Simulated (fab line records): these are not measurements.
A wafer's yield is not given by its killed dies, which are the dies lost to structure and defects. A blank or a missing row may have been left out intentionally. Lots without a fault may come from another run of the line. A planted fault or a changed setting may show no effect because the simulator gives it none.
fab line records || flow nand_harc
record: {"lots": 6, "wafers": 18, "last_day": 29}
route steps=1302 shown P_ZERO_WELL@30 END@1302
lots with no fault: from the same line, run without faults
start_h: hours from the record's first day to the start of the lot's first wafer shown || wait_h: hours since the lot's step before || " as in the row above || L1.1+2: a single row standing in for several wafers || - no value present, or no start provided || * or withheld: withheld || < > ~ a bound
route shown NAME@n: names a module that has steps shown in the file, with the first one's number in the route || usual: mean/standard deviation taken from wafers without a fault || same: alike in all rows || chamber/n: place in a boat || sites: per-site readings || _std_site: how widely they spread, as a standard deviation || _edge_site: outer sites' mean less inner sites' || radius_mm: how far each site lies from the wafer's centre || mask NAME#n: copy n || behind: the most recent tool/chamber to have shaped the wafer || hold: why the lot went on hold/how many hours it stayed there/how the hold came to an end || device: which transistor (n, p or np) failed to switch || end of line: the route-end tests of the same wafers || a step given without rows: its recipe and nothing more || killed: not the wafer's yield, but the dies lost to structure and defects at the first sort || map: dies across one wafer; x = killed, . = not, _ = none there
set.NAME: the setting the step ran with; set.NAME@STEP: the setting that earlier step ran with || model.NAME: the simulator's own value behind a step, which no gauge read
lots at some steps of the route; a table a step, a row a wafer
services: a tool's chamber out of use, with start hour (start_h, from the record's first day; less than 0 if before it), hours out, and reason
== steps ==
step: NHARC_P_ZERO_WELL_HARDBAKE_25
recipe: {"temp_c": 125, "time_s": 80}
step: NHARC_P_ZERO_WELL_DESCUM_26
recipe: {"time_s": 3, "o2_flow_sccm": 200, "ar_flow_sccm": 0, "bias_power_w": 0, "chemistry": "O2"}
usual: {"drypump_motor_current_A": "5.5/0.48", "oes_product_au": "1.001/0.0082", "rf_vpp_V": "57.8/0.9", "showerhead_plenum_p_Torr": "1.93/0.092", "throttle_valve_pct": "11.311/0.0096"}
{"lot.wafer": "L364.4", "tool": "rie_diel-07", "chamber": 2, "start_h": 6.86, "wait_h": "-", "drypump_motor_current_A": 6.1, "oes_product_au": 0.998, "rf_hours_counter_h": 19, "rf_vpp_V": 57.0, "showerhead_plenum_p_Torr": 2.02, "throttle_valve_pct": 11.325}
{"lot.wafer": "L364.1", "tool": "rie_diel-07", "chamber": 3, "start_h": 6.86, "wait_h": "-", "drypump_motor_current_A": 4.7, "oes_product_au": 1.002, "rf_hours_counter_h": 19, "rf_vpp_V": 57.0, "showerhead_plenum_p_Torr": 1.88, "throttle_valve_pct": 11.318}
{"lot.wafer": "L364.5", "tool": "rie_diel-07", "chamber": 2, "start_h": 6.86, "wait_h": "-", "drypump_motor_current_A": 6.1, "oes_product_au": 1.000, "rf_hours_counter_h": "-", "rf_vpp_V": 57.6, "showerhead_plenum_p_Torr": 2.02, "throttle_valve_pct": 11.321}
{"lot.wafer": "L366.1", "tool": "rie_diel-08", "chamber": 0, "start_h": 18.71, "wait_h": "-", "drypump_motor_current_A": 4.9, "oes_product_au": 1.000, "rf_hours_counter_h": 11, "rf_vpp_V": 57.9, "showerhead_plenum_p_Torr": 1.99, "throttle_valve_pct": 11.318}
{"lot.wafer": "L366.3", "tool": "rie_diel-08", "chamber": 1, "start_h": 18.71, "wait_h": "-", "drypump_motor_current_A": 5.6, "oes_product_au": 0.998, "rf_hours_counter_h": 11, "rf_vpp_V": 58.2, "showerhead_plenum_p_Torr": 1.90, "throttle_valve_pct": 11.310}
{"lot.wafer": "L366.6", "tool": "rie_diel-08", "chamber": 3, "start_h": 18.71, "wait_h": "-", "drypump_motor_current_A": 5.8, "oes_product_au": 1.004, "rf_hours_counter_h": "-", "rf_vpp_V": 56.8, "showerhead_plenum_p_Torr": 1.88, "throttle_valve_pct": 11.322}
{"lot.wafer": "L370.4", "tool": "rie_diel-01", "chamber": 3, "start_h": 58.78, "wait_h": "-", "drypump_motor_current_A": 5.5, "oes_product_au": 1.013, "rf_hours_counter_h": 13, "rf_vpp_V": 58.1, "showerhead_plenum_p_Torr": 2.01, "throttle_valve_pct": 11.305}
{"lot.wafer": "L370.2", "tool": "rie_diel-01", "chamber": 1, "start_h": 58.78, "wait_h": "-", "drypump_motor_current_A": 5.8, "oes_product_au": 1.014, "rf_hours_counter_h": 18, "rf_vpp_V": 56.0, "showerhead_plenum_p_Torr": 1.81, "throttle_valve_pct": 11.314}
{"lot.wafer": "L370.6", "tool": "rie_diel-01", "chamber": 2, "start_h": 58.78, "wait_h": "-", "drypump_motor_current_A": 5.9, "oes_product_au": 1.006, "rf_hours_counter_h": "-", "rf_vpp_V": 57.9, "showerhead_plenum_p_Torr": 2.05, "throttle_valve_pct": 11.318}
{"lot.wafer": "L372.1", "tool": "rie_diel-08", "chamber": 2, "start_h": 78.90, "wait_h": "-", "drypump_motor_current_A": 6.1, "oes_product_au": 1.005, "rf_hours_counter_h": 34, "rf_vpp_V": 57.2, "showerhead_plenum_p_Torr": 1.84, "throttle_valve_pct": 11.314}
{"lot.wafer": "L372.6", "tool": "rie_diel-08", "chamber": 0, "start_h": 78.90, "wait_h": "-", "drypump_motor_current_A": 5.0, "oes_product_au": 0.992, "rf_hours_counter_h": "-", "rf_vpp_V": 57.5, "showerhead_plenum_p_Torr": 1.98, "throttle_valve_pct": 11.309}
{"lot.wafer": "L372.5", "tool": "rie_diel-08", "chamber": 1, "start_h": 78.90, "wait_h": "-", "drypump_motor_current_A": 5.6, "oes_product_au": 1.008, "rf_hours_counter_h": "-", "rf_vpp_V": 56.2, "showerhead_plenum_p_Torr": 1.89, "throttle_valve_pct": 11.329}
{"lot.wafer": "L378.1", "tool": "rie_diel-08", "chamber": 3, "start_h": 138.63, "wait_h": "-", "drypump_motor_current_A": 5.8, "oes_product_au": 1.005, "rf_hours_counter_h": 50, "rf_vpp_V": 58.4, "showerhead_plenum_p_Torr": 1.87, "throttle_valve_pct": 11.326}
{"lot.wafer": "L378.3", "tool": "rie_diel-08", "chamber": 1, "start_h": 138.63, "wait_h": "-", "drypump_motor_current_A": 5.6, "oes_product_au": 1.003, "rf_hours_counter_h": 51, "rf_vpp_V": 57.2, "showerhead_plenum_p_Torr": 1.88, "throttle_valve_pct": 11.312}
{"lot.wafer": "L378.6", "tool": "rie_diel-08", "chamber": 3, "start_h": 138.63, "wait_h": "-", "drypump_motor_current_A": 5.8, "oes_product_au": 1.010, "rf_hours_counter_h": "-", "rf_vpp_V": 57.1, "showerhead_plenum_p_Torr": 1.87, "throttle_valve_pct": 11.310}
{"lot.wafer": "L380.2", "tool": "rie_diel-01", "chamber": 0, "start_h": 158.91, "wait_h": "-", "drypump_motor_current_A": 4.9, "oes_product_au": 0.986, "rf_hours_counter_h": 52, "rf_vpp_V": 57.3, "showerhead_plenum_p_Torr": 1.90, "throttle_valve_pct": 11.320}
{"lot.wafer": "L380.1", "tool": "rie_diel-01", "chamber": 1, "start_h": 158.91, "wait_h": "-", "drypump_motor_current_A": 5.8, "oes_product_au": 1.011, "rf_hours_counter_h": 49, "rf_vpp_V": 58.4, "showerhead_plenum_p_Torr": 1.80, "throttle_valve_pct": 11.306}
{"lot.wafer": "L380.5", "tool": "rie_diel-01", "chamber": 3, "start_h": 158.91, "wait_h": "-", "drypump_motor_current_A": 5.6, "oes_product_au": 0.996, "rf_hours_counter_h": "-", "rf_vpp_V": 58.7, "showerhead_plenum_p_Torr": 2.00, "throttle_valve_pct": 11.297}
step: NHARC_P_ZERO_WELL_IMPLANT_27
recipe: {"energy_kev": 600, "dose_cm2": 1e+13, "tilt_deg": 7}
step: NHARC_P_ZERO_WELL_IMPLANT_57
recipe: {"energy_kev": 250, "dose_cm2": 4e+12, "tilt_deg": 7}
step: NHARC_P_ZERO_WELL_IMPLANT_58
recipe: {"energy_kev": 100, "dose_cm2": 2e+12, "tilt_deg": 7}
step: NHARC_P_ZERO_WELL_STRIP_28
recipe: {"time_s": 840, "temp_c": 130, "chemistry": "SPM"}
step: NHARC_P_ZERO_WELL_DEHYDRATE_29
recipe: {"temp_c": 150, "time_s": 120}
step: NHARC_P_ZERO_WELL_HMDS_30
recipe: {"time_s": 30}
step: NHARC_P_ZERO_WELL_COAT_31
recipe: {"spin_rpm": "withheld"}
step: NHARC_P_ZERO_WELL_SOFTBAKE_32
recipe: {"temp_c": 122, "time_s": 95}
step: NHARC_P_ZERO_WELL_EBR_33
step: NHARC_P_ZERO_WELL_EXPOSE_34
recipe: {"na": 0.6, "target_cd_nm": 720, "dose_mj": 22.31, "mask_id": "P_PWELL"}
step: NHARC_P_ZERO_WELL_PEB_35
recipe: {"peb_temp_c": 118, "peb_time_s": 85}
usual: {"heater_power_total_W": "163.98/0.29", "plate_temp_C": "117.98/0.14"}
{"lot.wafer": "L364.1", "tool": "litho_track-02", "chamber": 0, "start_h": 8.12, "wait_h": 0.1, "heater_power_total_W": 163.73, "plate_temp_C": 118.00}
{"lot.wafer": "L364.4", "tool": "litho_track-02", "chamber": 0, "start_h": 8.12, "wait_h": 0.1, "heater_power_total_W": 164.46, "plate_temp_C": 117.83}
{"lot.wafer": "L364.5", "tool": "litho_track-02", "chamber": 0, "start_h": 8.12, "wait_h": 0.1, "heater_power_total_W": 163.54, "plate_temp_C": 118.07}
{"lot.wafer": "L366.1", "tool": "litho_track-07", "chamber": 0, "start_h": 20.08, "wait_h": 0.1, "heater_power_total_W": 164.23, "plate_temp_C": 118.00}
{"lot.wafer": "L366.3", "tool": "litho_track-07", "chamber": 0, "start_h": 20.08, "wait_h": 0.1, "heater_power_total_W": 164.36, "plate_temp_C": 117.98}
{"lot.wafer": "L366.6", "tool": "litho_track-07", "chamber": 0, "start_h": 20.08, "wait_h": 0.1, "heater_power_total_W": 164.41, "plate_temp_C": 117.91}
{"lot.wafer": "L370.2", "tool": "litho_track-07", "chamber": 0, "start_h": 60.16, "wait_h": 0.1, "heater_power_total_W": 159.94, "plate_temp_C": 115.79}
{"lot.wafer": "L370.4", "tool": "litho_track-07", "chamber": 0, "start_h": 60.16, "wait_h": 0.1, "heater_power_total_W": 160.33, "plate_temp_C": 115.73}
{"lot.wafer": "L370.6", "tool": "litho_track-07", "chamber": 0, "start_h": 60.16, "wait_h": 0.1, "heater_power_total_W": 159.86, "plate_temp_C": 115.79}
{"lot.wafer": "L372.1", "tool": "litho_track-07", "chamber": 0, "start_h": 80.31, "wait_h": 0.1, "heater_power_total_W": 159.90, "plate_temp_C": 115.78}
{"lot.wafer": "L372.5", "tool": "litho_track-07", "chamber": 0, "start_h": 80.31, "wait_h": 0.1, "heater_power_total_W": 160.39, "plate_temp_C": 115.74}
{"lot.wafer": "L372.6", "tool": "litho_track-07", "chamber": 0, "start_h": 80.31, "wait_h": 0.1, "heater_power_total_W": 159.91, "plate_temp_C": 115.77}
{"lot.wafer": "L378.1", "tool": "litho_track-07", "chamber": 0, "start_h": 140.01, "wait_h": 0.1, "heater_power_total_W": 164.07, "plate_temp_C": 118.10}
{"lot.wafer": "L378.3", "tool": "litho_track-07", "chamber": 0, "start_h": 140.01, "wait_h": 0.1, "heater_power_total_W": 163.66, "plate_temp_C": 117.93}
{"lot.wafer": "L378.6", "tool": "litho_track-07", "chamber": 0, "start_h": 140.01, "wait_h": 0.1, "heater_power_total_W": 163.88, "plate_temp_C": 118.11}
{"lot.wafer": "L380.1", "tool": "litho_track-02", "chamber": 0, "start_h": 160.26, "wait_h": 0.1, "heater_power_total_W": 163.73, "plate_temp_C": 117.85}
{"lot.wafer": "L380.2", "tool": "litho_track-02", "chamber": 0, "start_h": 160.26, "wait_h": 0.1, "heater_power_total_W": 164.38, "plate_temp_C": 118.09}
{"lot.wafer": "L380.5", "tool": "litho_track-02", "chamber": 0, "start_h": 160.26, "wait_h": 0.1, "heater_power_total_W": 164.46, "plate_temp_C": 118.01}
step: NHARC_P_ZERO_WELL_DEVELOP_36
recipe: {"time_s": 70}
step: NHARC_END_SORT_01
recipe: {"temp_c": 25}
usual: {"killed_at_array": "62/18", "killed_at_other": "0.9/1.2", "killed_at_periphery": "4.2/2.9", "killed_dies": "67/17", "killed_open": "3.6/1.9", "killed_short": "2.5/1.6"}
same: {"gross_dies": 677}
{"lot.wafer": "L364.1", "tool": "prober-01", "chamber": 0, "start_h": 594.03, "wait_h": 2.5, "killed_at_array": 72, "killed_at_other": 1, "killed_at_periphery": 5, "killed_dies": 78, "killed_open": 3, "killed_short": 2}
{"lot.wafer": "L364.4", "tool": "prober-01", "chamber": 0, "start_h": 596.43, "wait_h": 3.4, "killed_at_array": 74, "killed_at_other": 1, "killed_at_periphery": 2, "killed_dies": 77, "killed_open": 0, "killed_short": 3}
{"lot.wafer": "L364.5", "tool": "prober-01", "chamber": 0, "start_h": 597.23, "wait_h": 3.7, "killed_at_array": 67, "killed_at_other": 3, "killed_at_periphery": 4, "killed_dies": 74, "killed_open": 4, "killed_short": 2}
{"lot.wafer": "L378.1", "tool": "prober-01", "chamber": 0, "start_h": 674.73, "wait_h": 2.5, "killed_at_array": 28, "killed_at_other": 0, "killed_at_periphery": 9, "killed_dies": 37, "killed_open": 8, "killed_short": 0}
{"lot.wafer": "L378.3", "tool": "prober-01", "chamber": 0, "start_h": 676.32, "wait_h": 3.1, "killed_at_array": 42, "killed_at_other": 0, "killed_at_periphery": 10, "killed_dies": 52, "killed_open": 4, "killed_short": 4}
{"lot.wafer": "L378.6", "tool": "prober-01", "chamber": 0, "start_h": 678.71, "wait_h": 4.0, "killed_at_array": 28, "killed_at_other": 0, "killed_at_periphery": 6, "killed_dies": 34, "killed_open": 3, "killed_short": 2}
{"lot.wafer": "L380.1", "tool": "prober-01", "chamber": 0, "start_h": 682.44, "wait_h": 2.4, "killed_at_array": 34, "killed_at_other": 0, "killed_at_periphery": 2, "killed_dies": 36, "killed_open": 0, "killed_short": 3}
{"lot.wafer": "L380.2", "tool": "prober-01", "chamber": 0, "start_h": 683.24, "wait_h": 2.8, "killed_at_array": 26, "killed_at_other": 0, "killed_at_periphery": 4, "killed_dies": 30, "killed_open": 2, "killed_short": 1}
{"lot.wafer": "L380.5", "tool": "prober-01", "chamber": 0, "start_h": 685.64, "wait_h": 3.7, "killed_at_array": 23, "killed_at_other": 0, "killed_at_periphery": 1, "killed_dies": 24, "killed_open": 2, "killed_short": 3}
killed by level:class
L364.1 A_CHANNEL_HOLE_D1:chamber_film_flake=30 A_SLIT:chamber_film_flake=19 A_CHANNEL_HOLE_D2:chamber_film_flake=6 A_STAIRCASE:chamber_film_flake=5 A_CONTACT:chamber_film_flake=4 P_CONTACT:geometric_particle:open=2 A_CHANNEL_FILL_D1:geometric_particle:short=2 A_BLC:chamber_film_flake=2
L364.4 A_CHANNEL_HOLE_D1:chamber_film_flake=33 A_SLIT:chamber_film_flake=21 A_CHANNEL_HOLE_D2:chamber_film_flake=5 A_CONTACT:chamber_film_flake=5 A_STAIRCASE:chamber_film_flake=4 A_WL_FILL:chamber_film_flake=3 A_CHANNEL_FILL_D1:geometric_particle:short=1 A_ONON_D2:geometric_particle:short=1
L364.5 A_CHANNEL_HOLE_D1:chamber_film_flake=23 A_SLIT:chamber_film_flake=19 A_CHANNEL_HOLE_D2:chamber_film_flake=7 A_STAIRCASE:chamber_film_flake=4 A_CONTACT:chamber_film_flake=3 A_BONDPAD:chamber_film_flake=3 P_GATE:chamber_film_flake=2 P_BONDPAD:chamber_film_flake=2
L378.1 A_CONTACT:chamber_film_flake=8 A_CHANNEL_HOLE_D1:chamber_film_flake=7 A_STAIRCASE:chamber_film_flake=5 P_CONTACT:geometric_particle:open=2 P_M0:geometric_particle:open=2 P_GATE:chamber_film_flake=2 P_BONDPAD:chamber_film_flake=2 A_CHANNEL_HOLE_D2:chamber_film_flake=2
L378.3 A_CHANNEL_HOLE_D1:chamber_film_flake=14 P_GATE:chamber_film_flake=8 A_CHANNEL_HOLE_D2:chamber_film_flake=6 A_CONTACT:chamber_film_flake=6 A_SLIT:chamber_film_flake=4 A_CHANNEL_FILL_D1:chamber_film_flake=3 A_STAIRCASE:chamber_film_flake=3 P_M0:geometric_particle:open=2
L378.6 A_CHANNEL_HOLE_D1:chamber_film_flake=9 A_CONTACT:chamber_film_flake=7 P_GATE:chamber_film_flake=5 A_SLIT:chamber_film_flake=4 A_CHANNEL_FILL_D1:chamber_film_flake=2 A_ONON_D1:geometric_particle:open=1 A_DECK1_JOINT:geometric_particle:short=1 A_ONON_D2:geometric_particle:open=1
L380.1 A_CHANNEL_HOLE_D1:chamber_film_flake=15 A_CONTACT:chamber_film_flake=6 A_SLIT:chamber_film_flake=4 A_STAIRCASE:chamber_film_flake=3 A_ONON_D1:geometric_particle:short=1 A_ONON_D2:geometric_particle:short=1 A_CHANNEL_FILL_D2:geometric_particle:short=1 P_GATE:chamber_film_flake=1
L380.2 A_CHANNEL_HOLE_D1:chamber_film_flake=10 A_SLIT:chamber_film_flake=4 A_WL_FILL:chamber_film_flake=3 P_ZERO_WELL:chamber_film_flake=2 A_CHANNEL_FILL_D1:chamber_film_flake=2 A_STAIRCASE:chamber_film_flake=2 P_M0:geometric_particle:open=1 A_ONON_D1:geometric_particle:short=1
L380.5 A_CHANNEL_HOLE_D1:chamber_film_flake=8 A_SLIT:chamber_film_flake=5 A_WL_FILL:chamber_film_flake=4 A_ONON_D1:geometric_particle:open=2 A_ONON_D2:geometric_particle:short=1 A_CHANNEL_HOLE_D2:geometric_particle:short=1 A_M0:geometric_particle:short=1 P_ZERO_WELL:chamber_film_flake=1
== services ==
{"tool": "rie_diel-08", "chamber": "-", "start_h": -10.08, "hours": 9.0, "kind": "pm"}
{"tool": "rie_diel-08", "chamber": 0, "start_h": -10.08, "hours": 9.0, "kind": "vent_cycle"}
{"tool": "rie_diel-08", "chamber": 1, "start_h": -10.08, "hours": 9.0, "kind": "vent_cycle"}
{"tool": "rie_diel-08", "chamber": 2, "start_h": -10.08, "hours": 9.0, "kind": "vent_cycle"}
{"tool": "rie_diel-08", "chamber": 3, "start_h": -10.08, "hours": 9.0, "kind": "vent_cycle"}
{"tool": "rie_diel-08", "chamber": 0, "start_h": -1.08, "hours": "-", "kind": "clean"}
{"tool": "rie_diel-08", "chamber": 1, "start_h": -1.08, "hours": "-", "kind": "clean"}
{"tool": "rie_diel-08", "chamber": 2, "start_h": -1.08, "hours": "-", "kind": "clean"}
{"tool": "rie_diel-08", "chamber": 3, "start_h": -1.08, "hours": "-", "kind": "clean"}
{"tool": "rie_diel-07", "chamber": "-", "start_h": -0.22, "hours": 0.3, "kind": "repair"}
{"tool": "rie_diel-08", "chamber": "-", "start_h": -0.21, "hours": 0.2, "kind": "repair"}
{"tool": "rie_diel-01", "chamber": "-", "start_h": 3.45, "hours": 9.0, "kind": "pm"}
{"tool": "rie_diel-01", "chamber": 3, "start_h": 14.27, "hours": 9.6, "kind": "repair"}
{"tool": "rie_diel-08", "chamber": 0, "start_h": 23.42, "hours": "-", "kind": "clean"}
{"tool": "litho_track-02", "chamber": "-", "start_h": 28.00, "hours": 7.0, "kind": "pm"}
{"tool": "rie_diel-07", "chamber": 3, "start_h": 39.84, "hours": 5.1, "kind": "repair"}
{"tool": "litho_track-07", "chamber": "-", "start_h": 52.00, "hours": 7.0, "kind": "pm"}
{"tool": "rie_diel-07", "chamber": 2, "start_h": 54.82, "hours": 7.5, "kind": "repair"}
{"tool": "rie_diel-01", "chamber": 3, "start_h": 73.94, "hours": 4.3, "kind": "repair"}
{"tool": "rie_diel-08", "chamber": 3, "start_h": 86.20, "hours": 5.9, "kind": "repair"}
{"tool": "rie_diel-07", "chamber": "-", "start_h": 93.46, "hours": 9.0, "kind": "pm"}
{"tool": "rie_diel-08", "chamber": "-", "start_h": 101.26, "hours": 0.4, "kind": "repair"}
{"tool": "rie_diel-08", "chamber": "-", "start_h": 102.19, "hours": 1.1, "kind": "repair"}
{"tool": "rie_diel-08", "chamber": 2, "start_h": 155.84, "hours": 5.4, "kind": "repair"}
== key ==
first_sign: {"step": "NHARC_P_ZERO_WELL_PEB_35", "reading": "plate_temp_C", "direction": "down", "sigmas": 16, "usual": "*", "struck": "*"}
effect: {"step": "NHARC_P_ZERO_WELL_PEB_35", "reading": "heater_power_total_W", "direction": "down", "sigmas": 14, "usual": "*", "struck": "*"}
met_at NHARC_P_ZERO_WELL_PEB_35
struck_wafers L370.2,L370.4,L370.6,L372.1,L372.5,L372.6
tester_left_out L370,L372
onset_between 20.08 60.16
fault: {"kind": "process_parameter_drift", "tool": "litho_track-07", "chamber": "-", "onset_h": 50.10, "steps": "NHARC_P_ZERO_WELL_PEB_35", "channel": "peb_temp_c", "offset": "*", "shape": "step", "end_h": 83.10, "acts_in": "*", "stated": "*"}
tester_left_out: of these lots the tester's yield and bins aren't shown, on N5 and GAA mostly nor the transistor test; their killed dies are dies lost to structure and defects alone, not to doping, threshold or leakage, so they don't give the yield
